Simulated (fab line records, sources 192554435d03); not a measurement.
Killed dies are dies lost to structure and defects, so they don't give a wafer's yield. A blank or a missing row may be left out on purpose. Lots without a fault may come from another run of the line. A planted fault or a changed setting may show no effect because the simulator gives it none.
A struck lot beside a sound one | flow n5_finfet | 21 steps out of a route of 1938
Sound: wafers L387.1, L387.4, L387.5. Struck: wafers L379.1, L379.4, L379.5. The cause comes at the end.
At each step with rows: each side's tool, then ch and its chambers, then its first start. Under that, the readings that differ: sound wafers | struck wafers | difference of the means | sigmas: that difference in standard deviations of wafers without a fault.
alike: readings whose means differ by less than 2 such deviations, and words and numbers that are the same on both sides. not compared: withheld readings, readings that some wafer has no value for, bounds like >300 that may hide the same value, and numbers for which the record gives no deviation and whose values overlap.
The two part at a step that has a row with sigmas, a row that says differs or no value, or rows on one side only. Numbers that don't overlap but have no deviation are shown without sigmas and don't part them. A reading that every wafer of one side lacks parts them only if that side has two wafers or more.

first, 9 steps without rows for these wafers: N5_BEOL_M0_CUTY_EBR_52; N5_BEOL_M0_CUTY_SOFTBAKE_53 (time 60 s); N5_BEOL_M0_CUTY_EXPOSE_54 (exposes mask M0 ABLK); N5_BEOL_M0_CUTY_PEB_55 (peb time 60 s); N5_BEOL_M0_CUTY_DEVELOP_56 (develop time 30 s); N5_BEOL_M0_CUTY_DESCUM_61 (chemistry O2, time 7.9 s); N5_BEOL_M0_CUTY_ETCH_62 (etches SiARC in CF4, time 58.5 s); N5_BEOL_M0_CUTY_ETCH_63 (etches SOC in N2/H2, target depth 82.7 nm, overetch 16.5 nm, time 124 s); N5_BEOL_M0_CUTY_STRIP_64 (strips in N2/H2).
N5_BEOL_M0_ETCH_138: etches SiCN in CH3F/O2, target depth 12 nm, time 31.6 s.
  sound on rie_diel-03 ch 3, day 11 14:50; struck on rie_diel-04 ch 1,2,3, day 9 15:28
  no value came back on the struck wafers for any of 9 readings (CH3F_flow_sccm (sccm), O2_flow_sccm (sccm) and others); on the sound wafers CH3F_flow_sccm (sccm) reads 30.08 30.00 30.11
  reading                                               | sound       | struck  | difference | sigmas
  model.SiO2_of_BEOL_M0_SAQP_SPACER2_ALD_26.thk_nm (nm) | 5.4 5.2 5.4 | 7 7.2 7 | +2         |
  not compared: rf_hours_counter_h
N5_BEOL_M0_HM_OPEN_105: chemistry Cl2/BCl3, target TiN, target depth 12 nm.
  sound on rie_metal-03 ch 0,1, day 11 19:17; struck on rie_metal-01 ch 0,1, day 9 16:47
  reading                                               | sound          | struck         | difference | sigmas
  oes_product_au (a.u.)                                 | 0.86 0.80 0.80 | 0.61 0.57 0.61 | -0.22      | -2
  model.SiO2_of_BEOL_M0_SAQP_SPACER2_ALD_26.thk_nm (nm) | 3 2.8 2.8      | 4.6 5 4.6      | +1.9       |
  alike: drypump_motor_current_A, rf_fwd_power_W, throttle_valve_pct
  not compared: rf_hours_counter_h
then, 3 steps without rows for these wafers: N5_BEOL_M0_STRIP_140 (strips in CF4); N5_BEOL_M0_STRIP_104 (strips in N2/H2); N5_BEOL_M0_WET_ETCH_106 (etches SiO2 in DHF, target depth 130 nm, rinse time 30 s).
N5_BEOL_M0_ETCH_128: etches SiCN in CF4/N2, target depth 12 nm, overetch 5.1 nm, time 21.4 s.
  sound on rie_diel-04 ch 1,3, day 11 20:34; struck on rie_diel-04 ch 0,1,3, day 9 17:24
  reading               | sound             | struck            | difference | sigmas
  cf4_flow_sccm (sccm)  | 60.33 60.47 60.43 | 60.40 59.67 60.06 | -0.37      | -2
  oes_product_au (a.u.) | 0.59 0.66 0.64    | 0.28 0.34 0.27    | -0.33      | -6
  alike: bias_w, drypump_motor_current_A, rf_fwd_power_W, rf_vpp_V, showerhead_plenum_p_Torr, throttle_valve_pct
  not compared: rf_hours_counter_h
then, 2 steps without rows for these wafers: N5_BEOL_M0_TRENCH_ETCH_107 (etches SiOC in C4F6/O2, target depth 32.8 nm, time 16.4 s); N5_BEOL_M0_STRIP_142 (strips in N2/H2, time 10 s).
N5_BEOL_M0_OCD_MEAS_108:
  sound on ocd-02, day 11 20:43; struck on ocd-01, day 9 17:32
  reading              | sound          | struck  | difference | sigmas
  trench_depth_nm (nm) | 32.5 32.3 32.9 | 0.2 0 0 | -32.5      | -47
then, 1 step without rows for these wafers: N5_BEOL_M0_HM_STRIP_129 (strips TiN in peroxide tin strip, target depth 17 nm, time 108 s).
N5_BEOL_M4_RC_MEAS_101:
  the record has rows for the sound wafers here (prober-02 ch 0, day 15 13:25) and none for the struck ones
-- the record jumps here: 9 days lie between the struck wafers' starts before and after (it left off in module BEOL_M4 and takes up again in module PASSIVATION, whose first step shown is number 1936 of the route) --
N5_PASSIVATION_PROBE_49:
  sound on prober-02, day 20 06:15; struck on prober-01, day 18 15:39
  reading                  | sound          | struck         | difference | sigmas
  defect_limited_yield (%) | 84.4 90.1 90.3 | 0 0 0          | -88        | -63
  killed_at_M0_to_M3       | 73 38 32       | 1133 1109 1114 | +1071      | +97
  killed_at_front_end      | 76 65 55       | 34 43 45       | -25        | -2
  killed_dies              | 184 117 115    | 1180 1180 1180 | +1041      | +61
  killed_on_rim            | 21 13 15       | 152 152 152    | +136       | +34
  killed_open              | 127 69 82      | 37 57 61       | -41        | -3
  killed_short             | 55 47 32       | 24 30 26       | -18        | -2
  sort_bin_5_function (%)  | 9.6 5.8 6.7    | 97.8 97.7 97.5 | +90.3      | +93
  sort_bin_6_memory (%)    | 5.8 3.8 3.0    | 1.9 2.0 2.4    | -2.1       | -3
  sort_n_pass              | 996 1063 1065  | 0 0 0          | -1041      | -61
  sort_yield_pct (%)       | 84.4 90.1 90.3 | 0 0 0          | -88        | -63
  alike: killed_at_M4_up, killed_at_contacts, killed_at_other

WHERE THEY PART
First at N5_BEOL_M0_ETCH_138; last, within this record, at N5_PASSIVATION_PROBE_49.

WHY: what the simulator had put in
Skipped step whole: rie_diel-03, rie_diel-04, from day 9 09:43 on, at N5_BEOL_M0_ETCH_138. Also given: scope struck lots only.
